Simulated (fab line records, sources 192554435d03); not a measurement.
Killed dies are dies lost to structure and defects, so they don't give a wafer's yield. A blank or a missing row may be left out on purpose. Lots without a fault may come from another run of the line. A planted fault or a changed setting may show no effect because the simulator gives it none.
Split-lot experiment | flow n5_finfet | 7 lots, 21 wafers read, on a route of 1938 steps

THE SPLIT
At N5_BEOL_M3_CMP_52 (polishes, stops on SiOC, t overpolish 6.8 s, target thk 40 nm), the setting down_force_psi was moved away from the recipe's 1 psi on 7 of the 21 wafers read, by -15.4% to +22.5%. The other wafers ran this setting at the recipe's value.

The reading is taken at the split's own step.

THE READING
barrier_field_endpoint_s, in s, at N5_BEOL_M3_CMP_52 (polishes, stops on SiOC, t overpolish 6.8 s, target thk 40 nm). Fault-free wafers of this fab line usually give 24.5 s, standard deviation 0.62 s.

wafer  | tool, chamber at the split | down_force_psi as run, psi | against the recipe | barrier_field_endpoint_s, s | against lot-mates on the recipe
L079.3 | cmp-03, 3                  | 1.194                      | +19.4%             | 20.7                        | -3.3
L079.1 | cmp-03, 1                  | 1                          | recipe             | 24.0                        | -
L079.6 | cmp-03, 3                  | 1.194                      | +19.4%             | 20.6                        | -3.4
L080.4 | cmp-03, 1                  | 1                          | recipe             | 24.8                        | -
L080.1 | cmp-03, 2                  | 0.9291                     | -7.1%              | 27.2                        | +2.3
L080.2 | cmp-03, 3                  | 1                          | recipe             | 24.9                        | -
L082.4 | cmp-03, 0                  | 1                          | recipe             | 24.9                        | -
L082.3 | cmp-03, 1                  | 1                          | recipe             | 24.6                        | -
L082.5 | cmp-03, 3                  | 1                          | recipe             | 25.6                        | -
L083.3 | cmp-04, 1                  | 1                          | recipe             | 24.8                        | -
L083.2 | cmp-04, 2                  | 1                          | recipe             | 23.5                        | -
L083.6 | cmp-04, 2                  | 1                          | recipe             | 24.1                        | -
L092.1 | cmp-03, 1                  | 1                          | recipe             | 23.7                        | -
L092.5 | cmp-03, 0                  | 1.157                      | +15.7%             | 20.7                        | -3.5
L092.6 | cmp-03, 1                  | 1                          | recipe             | 24.7                        | -
L096.2 | cmp-04, 3                  | 0.8464                     | -15.4%             | 29.4                        | +3.9
L096.3 | cmp-04, 0                  | 1                          | recipe             | 25.5                        | -
L096.6 | cmp-04, 1                  | 0.8464                     | -15.4%             | 29.0                        | +3.5
L090.3 | cmp-01, 3                  | 1                          | recipe             | 24.1                        | -
L090.5 | cmp-01, 1                  | 1                          | recipe             | 24.0                        | -
L090.6 | cmp-01, 2                  | 1.225                      | +22.5%             | 19.4                        | -4.7

THE FIT
A straight line over all 21 wafers: barrier_field_endpoint_s changes by -0.245 s for each +1% of down_force_psi; r = -0.97; the points scatter about the line by 0.67 s.
The same after taking each lot's own level away (the mean of its wafers on the recipe; 21 wafers): -0.21 s for each +1%; r = -0.98; scatter 0.45 s.
On that fit, the largest move of down_force_psi shifts the reading by 4.7 s.
The lots' own levels span 24.00 to 25.50 s, that is 2.4 times the standard deviation above.
So the lot-to-lot level changes the slope: the two fits differ.
Check: with one of the wafers moved furthest among these (+22.5%) left out of the fit, the line predicts -4.55 s for it against its lot-mates. It came out at -4.65 s against them.
Tool readings at the split's step, against how far the setting was moved: barrier_field_endpoint_s r = -0.97.

OTHER SPLITS ON THESE WAFERS
These wafers also went through other splits before the reading. Each is held against what the fit with the lots' levels taken away leaves over:
other split on the same wafers   | wafers away from the commonest value | r with barrier_field_endpoint_s (lot level and that fit taken away)
N5_BEOL_M1_ETCH_70 bias_w        | 6                                    | -0.17
N5_BEOL_M3_VIA_ETCH_34 bias_w    | 10                                   | -0.18
N5_BEOL_M3_TRENCH_ETCH_37 bias_w | 8                                    | +0.01

THE FILE'S OWN FIT
barrier_field_endpoint_s changes by -0.21 s for each +1% of down_force_psi, r = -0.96.
